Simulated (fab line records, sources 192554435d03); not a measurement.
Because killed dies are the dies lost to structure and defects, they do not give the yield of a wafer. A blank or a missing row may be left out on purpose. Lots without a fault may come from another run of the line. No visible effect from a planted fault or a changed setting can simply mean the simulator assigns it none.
Split-lot study | flow n5_finfet | on a route of 1938 steps: 7 lots, 39 wafers read

## SPLIT DETAILS
At N5_DUMMY_GATE_ETCH_37 (etches SOC in N2/H2, target depth 60 nm, overetch 30 nm), the setting source_w was moved away from the recipe's 840 W on 12 of the 39 wafers read, by -17.2% to +17.5%. This setting was run at the recipe's value on the other wafers.

The reading comes from the split's own step.

## THE READING
rf_vpp_V, in V, at N5_DUMMY_GATE_ETCH_37 (etches SOC in N2/H2, target depth 60 nm, overetch 30 nm). Fault-free wafers of this fab line usually give 524.3 V, standard deviation 2.2 V.

wafer  | tool, chamber at the split | source_w as run, W | against the recipe | rf_vpp_V, V | against lot-mates on the recipe
L078.1 | rie_diel-05, 3             | 840                | recipe             | 525.1       | -
L078.2 | rie_diel-05, 1             | 840                | recipe             | 522.6       | -
L078.3 | rie_diel-05, 2             | 840                | recipe             | 525.0       | -
L078.4 | rie_diel-05, 2             | 840                | recipe             | 526.0       | -
L078.5 | rie_diel-05, 3             | 840                | recipe             | 524.5       | -
L078.6 | rie_diel-05, 1             | 840                | recipe             | 522.3       | -
L081.1 | rie_diel-03, 1             | 695.2              | -17.2%             | 556.6       | +33.5
L081.2 | rie_diel-03, 3             | 695.2              | -17.2%             | 561.8       | +38.7
L081.3 | rie_diel-03, 2             | 840                | recipe             | 520.7       | -
L081.4 | rie_diel-03, 0             | 840                | recipe             | 525.3       | -
L081.5 | rie_diel-03, 1             | 840                | recipe             | 523.4       | -
L081.6 | rie_diel-03, 2             | 695.2              | -17.2%             | 555.1       | +32.0
L083.1 | rie_diel-06, 0             | 840                | recipe             | 527.4       | -
L083.2 | rie_diel-06, 3             | 948.9              | +13.0%             | 505.8       | -20.2
L083.3 | rie_diel-06, 2             | 948.9              | +13.0%             | 504.3       | -21.7
L083.4 | rie_diel-06, 3             | 840                | recipe             | 525.7       | -
L083.5 | rie_diel-06, 0             | 948.9              | +13.0%             | 505.9       | -20.1
L083.6 | rie_diel-06, 2             | 840                | recipe             | 525.0       | -
L087.1 | rie_diel-05, 3             | 840                | recipe             | 523.3       | -
L087.5 | rie_diel-05, 1             | 840                | recipe             | 522.4       | -
L087.6 | rie_diel-05, 0             | 840                | recipe             | 524.0       | -
L092.1 | rie_diel-05, 0             | 840                | recipe             | 526.5       | -
L092.2 | rie_diel-05, 2             | 840                | recipe             | 524.4       | -
L092.3 | rie_diel-05, 3             | 840                | recipe             | 522.8       | -
L092.4 | rie_diel-05, 2             | 840                | recipe             | 524.4       | -
L092.5 | rie_diel-05, 0             | 840                | recipe             | 524.2       | -
L092.6 | rie_diel-05, 3             | 840                | recipe             | 524.1       | -
L093.1 | rie_diel-03, 0             | 840                | recipe             | 523.0       | -
L093.2 | rie_diel-03, 2             | 886.6              | +5.5%              | 510.0       | -15.0
L093.3 | rie_diel-03, 1             | 886.6              | +5.5%              | 513.6       | -11.4
L093.4 | rie_diel-03, 3             | 840                | recipe             | 528.0       | -
L093.5 | rie_diel-03, 0             | 840                | recipe             | 523.9       | -
L093.6 | rie_diel-03, 1             | 886.6              | +5.5%              | 513.5       | -11.5
L097.1 | rie_diel-06, 3             | 986.9              | +17.5%             | 499.9       | -27.1
L097.2 | rie_diel-06, 1             | 986.9              | +17.5%             | 491.8       | -35.2
L097.3 | rie_diel-06, 2             | 986.9              | +17.5%             | 497.5       | -29.5
L097.4 | rie_diel-06, 0             | 840                | recipe             | 525.7       | -
L097.5 | rie_diel-06, 3             | 840                | recipe             | 528.2       | -
L097.6 | rie_diel-06, 0             | 840                | recipe             | 527.2       | -

FIT RESULTS
A straight line over all 39 wafers: rf_vpp_V changes by -1.74 V for each +1% of source_w; r = -0.98; the points scatter about the line by 2.6 V.
The same after taking each lot's own level away (the mean of its wafers on the recipe; 39 wafers): -1.85 V for each +1%; r = -0.99; scatter 2.3 V.
According to that fit, moving source_w by its largest amount changes the reading by 32 V.
The lots' own levels span 523.13 to 527.03 V, that is 1.8 times the standard deviation above.
Consequently the slope shifts little with the lot-to-lot level, the two slopes agreeing.
Check: with one of the wafers moved furthest among these (+17.5%) left out of the fit, the line predicts -32.6 V for it against its lot-mates. It came out at -27.1 V against them.
Tool readings at the split's step, against how far the setting was moved: rf_vpp_V r = -0.98.

## THE OTHER SPLITS THESE WAFERS WENT THROUGH
Other splits were also applied to these wafers ahead of the reading. Each is held against what the fit with the lots' levels taken away leaves over:
other split on the same wafers | wafers away from the commonest value | r with rf_vpp_V (lot level and that fit taken away)
N5_FIN_CUT_ETCH_21 time_s      | 15                                   | -0.05

## FILE'S OWN FIT
rf_vpp_V changes by -1.84 V for each +1% of source_w, r = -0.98.
